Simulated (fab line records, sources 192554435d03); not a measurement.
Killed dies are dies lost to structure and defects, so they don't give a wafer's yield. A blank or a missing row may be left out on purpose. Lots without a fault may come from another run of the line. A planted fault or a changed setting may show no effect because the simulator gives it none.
fab line records | flow n5_finfet
record lots=6 wafers=16 last_day=17
route steps=1938 shown BEOL_M2@875 BEOL_M4@1111
lots that met no fault: from a run of the same line without faults
start_h: hours from the record's first day to the start of the lot's first wafer shown | wait_h: hours since the lot's step before | " the same as in the row above | L1.1+2: a row that stands for several wafers | - no value, or no start given | * or withheld: withheld | < > ~ a bound
route shown NAME@n: a module of which the file shows steps, and the number in the route of the first | usual: mean/standard deviation of fault-free wafers | same: alike in all rows | chamber/n: place in a boat | sites: the reading at each site | _std_site: their standard deviation | _edge_site: outer sites' mean less inner sites' | radius_mm: how far each site lies from the wafer's centre | mask NAME#n: copy n | behind: the tool/chamber that last shaped the wafer | hold: why the lot was held/for how many hours/how that ended | device: the transistor (n, p or np) that didn't switch | end of line: the same wafers' tests at the end of the route | a step without rows: its recipe alone | killed: dies lost to structure and defects at the first sort, not the wafer's yield | map: a wafer's dies, x killed, . not, _ none there
set.NAME: the setting as run; set.NAME@STEP: as run at that earlier step | model.NAME: the simulator's own value behind a step, which no gauge read
lots at some steps of the route; a table a step, a row a wafer
services: from which hour (start_h, from the record's first day; less than 0 if before it) a tool's chamber was out of use, for how many hours, and why
## steps
# step N5_BEOL_M2_DEVELOP_27
# recipe develop_time_s=30 developer=TMAH resist=CAR-EUV rinse_liquid=surfactant_rinse dry=air_spin dev_temp_c=23
# step N5_BEOL_M2_CD_MEAS_28
# recipe target_cd_nm=26.2 landing_energy_ev=500 detector=se_inlens target_cd_y_nm=24.1 polarity=opening
# usual cd_nm=26.23/0.26
# columns lot.wafer tool chamber start_h wait_h cd_nm
L408.1 cd_sem-02 0 135.40 - 26.46
L408.4 " 0 " " 26.17
L408.6 " 0 " " 25.95
L410.3 cd_sem-03 0 162.58 - 26.23
L410.4 " 0 " " 26.47
L415.3 cd_sem-02 0 185.12 - 25.90
L415.4 " 0 " " 26.32
L415.5 " 0 " " 25.95
L418.2 cd_sem-01 0 203.91 - 26.60
L418.4 " 0 " " 26.13
L421.1 cd_sem-03 0 242.16 - 26.22
L421.2 " 0 " " 26.23
L421.4 " 0 " " 25.79
L423.2 cd_sem-01 0 246.17 - 26.32
L423.4 " 0 " " 25.91
L423.6 " 0 " " 26.26
# step N5_BEOL_M2_OVL_MEAS_29
# recipe points_per_wafer=522
# usual V1_OVL=-0.1/0.84
# same points_per_wafer=522
# columns lot.wafer tool chamber start_h wait_h V1_OVL[nm]
L408.1 overlay-01 0 135.43 0.0 -1.0
L408.4 " 0 " " 1.0
L408.6 " 0 " " -1.0
L410.3 overlay-01 0 162.62 0.0 -1.8
L410.4 " 0 " " -1.7
L415.3 overlay-01 0 185.16 0.0 -0.6
L415.4 " 0 " " -0.6
L415.5 " 0 " " -0.2
L418.2 overlay-02 0 203.94 0.0 1.1
L418.4 " 0 " " -0.1
L421.1 overlay-01 0 242.19 0.0 0.0
L421.2 " 0 " " -0.5
L421.4 " 0 " " 0.0
L423.2 overlay-01 0 246.20 0.0 -1.2
L423.4 " 0 " " -1.4
L423.6 " 0 " " -0.6
# step N5_BEOL_M2_INSPECT_30
# recipe mode=adi inspect_instrument=brightfield
# usual raw_defect_count=459/97
# columns lot.wafer tool chamber start_h wait_h raw_defect_count
L408.1 defect_inspect-01 - 135.49 0.1 426
L408.4 " - " " 426
L408.6 " - " " 381
L410.3 defect_inspect-02 - 162.67 0.0 445
L410.4 " - " " 440
L415.3 defect_inspect-01 - 185.21 0.0 325
L415.4 " - " " 422
L415.5 " - " " 482
L418.2 defect_inspect-02 - 204.00 0.0 557
L418.4 " - " " 493
L421.1 defect_inspect-01 - 242.25 0.1 543
L421.2 " - " " 494
L421.4 " - " " 514
L423.2 defect_inspect-01 - 246.26 0.0 604
L423.4 " - " " 475
L423.6 " - " " 442
# step N5_BEOL_M2_DESCUM_33
# recipe chemistry=O2 time_s=7 source_power_w=50 bias_power_w=20 pressure_mtorr=20 rf_frequency_hz=2.712e+07 temp_c=40 resist=CAR-EUV o2_flow_sccm=225
# usual drypump_motor_current_A=5.7/0.45 oes_product_au=0.79/0.094 rf_vpp_V=243.5/1 showerhead_plenum_p_Torr=2.12/0.047 throttle_valve_pct=20.47/0.21
# columns lot.wafer tool chamber start_h wait_h drypump_motor_current_A oes_product_au rf_hours_counter_h rf_vpp_V showerhead_plenum_p_Torr throttle_valve_pct
L408.1 rie_diel-06 0 135.53 0.0 5.8 0.92 21 244.8 2.13 20.35
L408.4 " 3 " " 5.8 0.73 162 243.2 2.10 20.58
L408.6 " 0 " " 5.8 0.92 - 242.4 2.13 20.36
L410.3 rie_diel-02 0 162.70 0.0 5.2 0.69 222 244.7 2.16 20.81
L410.4 " 2 " " 5.8 0.87 40 243.3 2.13 20.37
L415.3 rie_diel-02 2 185.24 0.0 5.8 0.86 46 243.7 2.13 20.38
L415.4 " 1 " " 5.0 0.70 226 243.8 2.07 20.52
L415.5 " 2 " " 5.8 0.86 - 243.5 2.13 20.38
L418.2 rie_diel-05 0 204.03 0.0 6.2 0.72 178 242.2 2.10 20.83
L418.4 " 2 " " 5.5 0.69 226 242.5 2.08 20.50
L421.1 rie_diel-05 1 242.28 0.0 5.4 0.72 193 243.7 2.07 20.64
L421.2 " 3 " " 5.3 0.86 50 245.0 2.12 20.23
L421.4 " 0 " " 6.2 0.71 191 241.1 2.10 20.83
L423.2 rie_diel-05 1 246.32 0.1 5.4 0.72 194 242.7 2.07 20.65
L423.4 " 2 " " 5.5 0.67 239 242.8 2.07 20.50
L423.6 " 3 " " 5.3 0.85 - 244.3 2.12 20.25
# step N5_BEOL_M2_ETCH_77
# recipe chemistry=N2/H2 target=underlayer target_depth_a=65 mask_material=CAR-EUV time_s=5.2 ion_energy_ev=200 pressure_mtorr=30 source_w=840 bias_w=150 n2_flow_sccm=200 h2_flow_sccm=200 ends=cleared
# usual bias_w=150.0/0.48 drypump_motor_current_A=5.7/0.44 etch_rf_on_time_s=5.22/0.11 oes_product_au=0.67/0.079 rf_fwd_power_W=819.6/2.7 rf_vpp_V=524.8/2 showerhead_plenum_p_Torr=2.57/0.057 throttle_valve_pct=17.85/0.19
# columns lot.wafer tool chamber start_h wait_h bias_w drypump_motor_current_A etch_rf_on_time_s oes_product_au rf_fwd_power_W rf_hours_counter_h rf_vpp_V showerhead_plenum_p_Torr throttle_valve_pct
L408.1 rie_diel-06 0 135.56 0.0 149.5 5.8 5.09 0.78 821.7 21 524.3 2.58 17.81
L408.4 " 3 " " 150.4 5.9 5.17 0.63 817.8 162 525.0 2.52 17.77
L408.6 " 0 " " 150.5 5.8 5.11 0.77 824.8 - 524.2 2.58 17.82
L410.3 rie_diel-02 0 162.73 0.0 150.5 5.2 5.16 0.60 813.9 222 526.3 2.61 18.13
L410.4 " 2 " " 150.1 5.8 5.16 0.73 822.0 40 526.2 2.58 17.78
L415.3 rie_diel-02 2 185.27 0.0 150.5 5.8 5.34 0.72 819.4 46 522.7 2.58 17.81
L415.4 " 1 " " 150.0 5.0 5.45 0.58 819.4 226 524.7 2.50 17.91
L415.5 " 2 " " 150.6 5.8 5.20 0.72 823.8 - 528.2 2.58 17.77
L418.2 rie_diel-05 0 204.06 0.0 149.7 6.2 5.27 0.61 820.1 178 523.8 2.52 18.03
L418.4 " 2 " " 149.4 5.5 5.40 0.58 815.5 226 523.4 2.52 17.88
L421.1 rie_diel-05 1 242.32 0.0 150.6 5.4 5.19 0.62 818.8 193 522.9 2.52 18.10
L421.2 " 3 " " 149.7 5.3 5.05 0.72 815.5 50 528.6 2.60 17.85
L421.4 " 0 " " 150.2 6.3 5.36 0.58 817.0 191 522.2 2.52 18.04
L423.2 rie_diel-05 1 246.35 0.0 150.7 5.4 5.14 0.62 820.4 194 524.6 2.53 18.12
L423.4 " 2 " " 150.1 5.5 5.46 0.57 819.4 239 523.9 2.51 17.90
L423.6 " 3 " " 150.3 5.3 5.02 0.74 822.6 - 523.7 2.59 17.87
# step N5_BEOL_M2_ETCH_69
# recipe chemistry=CF4 target=SiARC target_depth_a=156 mask_material=CAR-EUV time_s=26 ion_energy_ev=80 pressure_mtorr=40 source_w=545 bias_w=36 Ar_flow_sccm=100 cf4_flow_sccm=100 ends=cleared
# usual bias_w=36.00/0.11 drypump_motor_current_A=5.7/0.44 etch_rf_on_time_s=26.1/0.6 oes_product_au=0.67/0.081 rf_fwd_power_W=533.1/2.4 rf_vpp_V=184.4/0.89 showerhead_plenum_p_Torr=2.16/0.048 throttle_valve_pct=15.64/0.18
# columns lot.wafer tool chamber start_h wait_h bias_w drypump_motor_current_A etch_rf_on_time_s oes_product_au rf_fwd_power_W rf_hours_counter_h rf_vpp_V showerhead_plenum_p_Torr throttle_valve_pct
L408.1 rie_diel-06 0 135.58 0.0 35.81 5.8 25.7 0.78 528.5 21 184.9 2.18 15.45
L408.4 " 3 " " 36.05 5.8 26.3 0.64 535.1 162 185.1 2.13 15.64
L408.6 " 0 " " 35.92 5.9 25.8 0.78 532.6 - 185.5 2.18 15.47
L410.3 rie_diel-02 0 162.75 0.0 35.73 5.2 26.2 0.60 534.2 222 185.0 2.20 15.97
L410.4 " 2 " " 35.89 5.8 25.8 0.74 533.7 40 184.5 2.18 15.50
L415.3 rie_diel-02 2 185.29 0.0 36.02 5.8 26.0 0.72 535.6 46 183.9 2.17 15.52
L415.4 " 1 " " 35.99 4.9 27.0 0.58 532.8 226 184.0 2.11 15.70
L415.5 " 2 " " 35.90 5.8 26.0 0.72 532.0 - 184.7 2.17 15.51
L418.2 rie_diel-05 0 204.08 0.0 35.93 6.2 26.8 0.60 530.0 178 184.6 2.12 15.80
L418.4 " 2 " " 36.01 5.5 27.1 0.58 534.3 226 184.9 2.12 15.74
L421.1 rie_diel-05 1 242.34 0.0 35.96 5.4 25.8 0.63 533.4 193 183.5 2.12 15.85
L421.2 " 3 " " 36.13 5.3 25.1 0.73 531.3 50 184.3 2.16 15.39
L421.4 " 0 " " 36.27 6.2 26.5 0.60 532.9 191 184.3 2.12 15.82
L423.2 rie_diel-05 1 246.37 0.0 36.11 5.4 25.8 0.62 533.4 194 185.4 2.12 15.89
L423.4 " 2 " " 35.87 5.5 27.3 0.56 533.0 239 183.9 2.12 15.76
L423.6 " 3 " " 36.06 5.3 25.2 0.73 530.1 - 184.0 2.16 15.36
# step N5_BEOL_M2_ALD_98
# recipe material=SiO2 target_thk_a=25 temp_c=100 ald_precursor_family=BDEAS ald_co_reactant=O2-plasma pulse_time_s=1 co_reactant_pulse_time_s=1 purge_time_s=2 co_reactant_purge_time_s=2 ald_cycles=17 pressure_torr=2
# step N5_BEOL_M2_ETCHBACK_99
# recipe chemistry=CHF3 target=SiO2 target_depth_a=50 time_s=10.4 source_w=215 bias_w=47 Ar_flow_sccm=200 CHF3_flow_sccm=12 ion_energy_ev=100 pressure_mtorr=30
# usual CHF3_flow_sccm=12.00/0.034 bias_w=47.00/0.15 drypump_motor_current_A=5.7/0.43 oes_product_au=0.77/0.092 rf_vpp_V=239/3.8 showerhead_plenum_p_Torr=2.16/0.041 throttle_valve_pct=17.09/0.19
# columns lot.wafer tool chamber start_h wait_h CHF3_flow_sccm bias_w drypump_motor_current_A oes_product_au rf_hours_counter_h rf_vpp_V showerhead_plenum_p_Torr throttle_valve_pct
L408.1 rie_diel-02 0 151.49 15.8 12.02 47.25 5.2 0.70 220 238 2.21 17.37
L408.4 " 1 " " 12.04 46.88 5.0 0.70 218 239 2.14 17.20
L408.6 " 0 " " 12.03 47.15 5.2 0.70 - 237 2.21 17.36
L410.3 rie_diel-06 1 189.56 26.7 11.95 47.00 5.7 0.85 41 237 2.20 16.83
L410.4 " 2 " " 11.99 47.22 6.3 0.70 207 249 2.13 17.19
L415.3 rie_diel-02 2 201.63 15.1 12.02 46.88 5.8 0.84 52 234 2.18 16.94
L415.4 " 3 " " 12.03 46.90 6.4 0.92 - 242 2.27 16.84
L415.5 " 2 " " 12.01 46.98 5.8 0.84 - 234 2.17 16.94
L418.2 rie_diel-05 0 224.39 20.2 12.01 46.96 6.2 0.70 184 242 2.13 17.27
L418.4 " 3 " " 11.99 46.85 5.4 0.86 44 236 2.18 16.84
L421.1 rie_diel-05 1 243.73 1.3 12.05 47.04 5.4 0.73 193 238 2.12 17.26
L421.2 " 3 " " 12.01 47.14 5.3 0.86 50 237 2.18 16.85
L421.4 " 0 " " 12.01 47.09 6.2 0.68 191 241 2.13 17.29
L423.2 rie_diel-05 2 251.98 5.5 11.92 47.05 5.5 0.66 241 241 2.13 17.19
L423.4 " 3 " " 11.99 47.19 5.3 0.85 53 236 2.18 16.85
L423.6 " 0 " " 11.98 46.99 6.3 0.69 - 242 2.13 17.30
# step N5_BEOL_M2_ETCH_70
# recipe chemistry=N2/H2 target=SOC target_depth_a=800 overetch_a=240 mask_material=SiARC temp_c=40 time_s=130 ion_energy_ev=200 pressure_mtorr=30 source_w=840 bias_w=150 n2_flow_sccm=200 h2_flow_sccm=200
# usual bias_w=150.1/0.47 drypump_motor_current_A=5.7/0.43 oes_product_au=0.57/0.061 rf_fwd_power_W=836.7/3 rf_vpp_V=524.5/1.7 showerhead_plenum_p_Torr=2.56/0.052 throttle_valve_pct=17.84/0.18
# columns lot.wafer tool chamber start_h wait_h bias_w drypump_motor_current_A oes_product_au rf_fwd_power_W rf_hours_counter_h rf_vpp_V showerhead_plenum_p_Torr throttle_valve_pct
L408.1 rie_diel-02 0 151.53 0.0 149.7 5.2 0.52 838.5 220 525.3 2.61 18.08
L408.4 " 1 " " 150.6 5.0 0.52 833.7 218 522.7 2.50 17.85
L408.6 " 0 " " 149.7 5.2 0.52 839.4 - 526.4 2.61 18.07
L410.3 rie_diel-06 1 189.59 0.0 150.9 5.7 0.63 839.1 41 524.9 2.61 17.69
L410.4 " 2 " " 149.8 6.3 0.52 830.5 207 523.6 2.51 17.84
L415.3 rie_diel-02 2 201.66 0.0 150.2 5.8 0.61 838.4 52 525.3 2.58 17.76
L415.4 " 3 " " 150.4 6.4 0.67 836.4 - 527.4 2.68 17.42
L415.5 " 2 " " 150.0 5.8 0.62 841.1 - 524.9 2.58 17.75
L418.2 rie_diel-05 0 224.43 0.0 150.1 6.3 0.52 839.8 184 524.9 2.52 18.00
L418.4 " 3 " " 149.9 5.3 0.63 832.7 44 526.1 2.60 17.81
L421.1 rie_diel-05 1 243.76 0.0 150.3 5.4 0.53 838.3 193 522.4 2.53 18.06
L421.2 " 3 " " 150.5 5.3 0.62 837.2 50 526.9 2.59 17.84
L421.4 " 0 " " 150.5 6.3 0.52 835.2 191 522.3 2.52 18.00
L423.2 rie_diel-05 2 252.02 0.0 149.9 5.5 0.50 837.6 241 522.6 2.51 17.87
L423.4 " 3 " " 150.7 5.3 0.61 832.5 53 525.9 2.59 17.83
L423.6 " 0 " " 150.4 6.2 0.52 835.6 - 523.3 2.51 18.03
# step N5_BEOL_M2_STRIP_71
# recipe chemistry=N2/H2 temp_c=40 n2_flow_sccm=200 h2_flow_sccm=200 rf_frequency_hz=6e+07
# step N5_BEOL_M2_STRIP_78
# recipe chemistry=N2/H2 temp_c=40 n2_flow_sccm=200 h2_flow_sccm=200 rf_frequency_hz=6e+07
# step N5_BEOL_M2_VIA_ETCH_34
# recipe chemistry=C4F6/O2 target_depth_a=694 mask_material=SOC pressure_mtorr=15 ion_energy_ev=250 taper_deg=4 time_s=65.9 source_w=350 bias_w=170 Ar_flow_sccm=300 C4F6_flow_sccm=10 O2_flow_sccm=10
# usual bias_w=170.1/0.51 drypump_motor_current_A=5.7/0.43 oes_product_au=0.77/0.091 rf_fwd_power_W=347.3/1.4 rf_vpp_V=660/10 showerhead_plenum_p_Torr=2.85/0.052 throttle_valve_pct=30.73/0.2
# columns lot.wafer tool chamber start_h wait_h bias_w drypump_motor_current_A oes_product_au rf_fwd_power_W rf_hours_counter_h rf_vpp_V showerhead_plenum_p_Torr throttle_valve_pct model.etch.depth_nm model.SOC_of_BEOL_M2_COAT_67.thk_nm
L408.1 rie_diel-02 0 151.63 0.0 169.8 5.2 0.70 349.4 220 655 2.91 31.06 69.07 51.8
L408.4 " 1 " " 169.7 4.9 0.69 347.2 218 660 2.83 30.88 67.26 52.2
L408.6 " 0 " " 170.2 5.2 0.70 347.7 - 654 2.91 31.05 68.72 51.8
L410.3 rie_diel-06 1 189.70 0.0 170.5 5.7 0.86 346.8 41 661 2.90 30.43 69.96 52
L410.4 " 2 " " 169.8 6.3 0.70 345.7 207 689 2.81 30.68 68.73 51.8
L415.3 rie_diel-02 2 201.77 0.0 170.5 5.8 0.84 349.6 52 648 2.87 30.60 68.52 52
L415.4 " 3 " " 169.7 6.4 0.92 347.3 - 668 2.99 30.30 70.25 51.8
L415.5 " 2 " " 170.8 5.8 0.84 349.3 - 647 2.87 30.60 68.96 52
L418.2 rie_diel-05 0 224.54 0.0 169.3 6.2 0.71 348.2 184 667 2.82 30.97 68.87 51.8
L418.4 " 3 " " 169.8 5.3 0.87 345.8 44 651 2.88 30.64 71.5 51.8
L421.1 rie_diel-05 1 243.87 0.0 171.0 5.4 0.73 348.0 193 656 2.80 30.79 69.46 51.8
L421.2 " 3 " " 169.3 5.3 0.80 261.0 50 744 2.87 30.62 63.78 52.8
L421.4 " 0 " " 170.2 6.2 0.69 348.4 191 666 2.82 30.98 67.95 52.2
L423.2 rie_diel-05 2 252.13 0.0 169.2 5.5 0.66 349.2 241 668 2.81 30.73 66.83 52.2
L423.4 " 3 " " 170.6 5.3 0.79 260.3 53 744 2.87 30.63 63.63 52.6
L423.6 " 0 " " 171.1 6.2 0.70 347.9 - 668 2.82 31.01 68.04 52.2
# step N5_BEOL_M2_STRIP_83
# recipe chemistry=C4F6/O2 resist=SiARC rf_frequency_hz=6e+07
# step N5_BEOL_M4_RC_MEAS_101
# usual DIBL_N=36.0/1.6 DIBL_P=35.8/2 IOFF_N=0.152/0.03 IOFF_P=0.20/0.031 ION_N=670/12 ION_P=459/7.4 SS_N=71.5/0.56 SS_P=73.2/0.64 VT_N=251/3.5 VT_P=-252/3.3
# columns lot.wafer tool chamber start_h wait_h DIBL_N[mV/V] DIBL_P[mV/V] IOFF_N[nA/um] IOFF_P[nA/um] ION_N[uA/um] ION_P[uA/um] SS_N[mV/dec] SS_P[mV/dec] VT_N[mV] VT_P[mV]
L408.1 prober-02 0 203.67 0.0 35.3 33.7 0.129 0.17 662 457 71.2 72.3 254 -255
L408.4 " 0 " " 36.3 34.5 0.146 0.18 672 459 71.9 72.6 253 -252
L408.6 " 0 " " 37.2 35.6 0.158 0.21 677 464 71.4 72.8 251 -251
L410.3 prober-01 0 214.96 0.3 36.2 36.7 0.183 0.22 682 460 71.4 74.0 245 -252
L410.4 " 0 " " 36.0 36.4 0.176 0.21 681 462 71.8 73.7 248 -251
L415.3 prober-01 0 246.25 0.3 37.4 37.2 0.158 0.20 676 463 72.6 73.1 250 -253
L415.4 " 0 " " 35.7 35.1 0.136 0.18 684 463 71.2 73.2 250 -253
L415.5 " 0 " " 34.2 34.1 0.114 0.16 658 457 71.5 71.8 257 -256
L418.2 prober-01 0 275.76 0.2 36.0 35.3 0.140 0.19 673 461 71.3 73.4 252 -253
L418.4 " 0 " " 36.0 35.3 0.128 0.18 656 453 71.2 73.0 257 -256
L421.1 prober-01 0 284.98 0.0 35.6 37.0 0.171 0.22 673 462 71.0 73.1 249 -249
L421.2 " 0 " " 35.5 37.5 0.190 0.24 694 472 71.2 72.9 244 -248
L421.4 " 0 " " 32.2 33.5 0.124 0.17 666 460 70.4 72.0 250 -254
L423.2 prober-01 0 302.10 0.2 33.0 33.7 0.120 0.17 679 465 70.4 72.4 249 -252
L423.4 " 0 " " 38.4 39.0 0.209 0.24 684 459 72.5 73.8 247 -249
L423.6 " 0 " " 35.6 36.1 0.155 0.20 675 466 71.2 72.8 248 -250
## services
# columns tool chamber start_h hours kind
rie_diel-02 3 114.42 - clean
rie_diel-02 3 114.42 - consumable_replace:focus_ring
rie_diel-02 3 114.42 - consumable_replace:showerhead
rie_diel-02 3 114.42 17.7 scheduled_down
rie_diel-02 3 114.42 17.7 vent_cycle
rie_diel-05 3 118.81 5.5 repair
rie_diel-02 0 153.84 5.9 repair
rie_diel-02 1 156.34 5.9 repair
rie_diel-02 0 190.66 4.0 repair
rie_diel-02 2 212.97 7.8 repair
rie_diel-02 0 233.99 1.9 repair
rie_diel-02 0 250.82 - clean
rie_diel-02 0 250.82 - consumable_replace:focus_ring
rie_diel-02 0 250.82 18.0 scheduled_down
rie_diel-02 0 250.82 18.0 vent_cycle
## key
first_sign step=N5_BEOL_M2_VIA_ETCH_34 reading=rf_fwd_power_W direction=down sigmas=60 usual=* struck=*
effect step=N5_BEOL_M2_VIA_ETCH_34 reading=rf_vpp_V direction=up sigmas=8.2 usual=660 struck=744
model_effect step=N5_BEOL_M2_VIA_ETCH_34 value=etch.depth_nm without=70.85 struck=63.71
met_at N5_BEOL_M2_VIA_ETCH_34
struck_wafers L421.2,L423.4
onset_between 224.54 243.87
fault kind=process_parameter_drift tool=rie_diel-05 chamber=3 onset_h=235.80 steps=N5_BEOL_M2_VIA_ETCH_34 channel=source_w offset=-84 shape=step end_h=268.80 acts_in=these_recipes_only stated=350
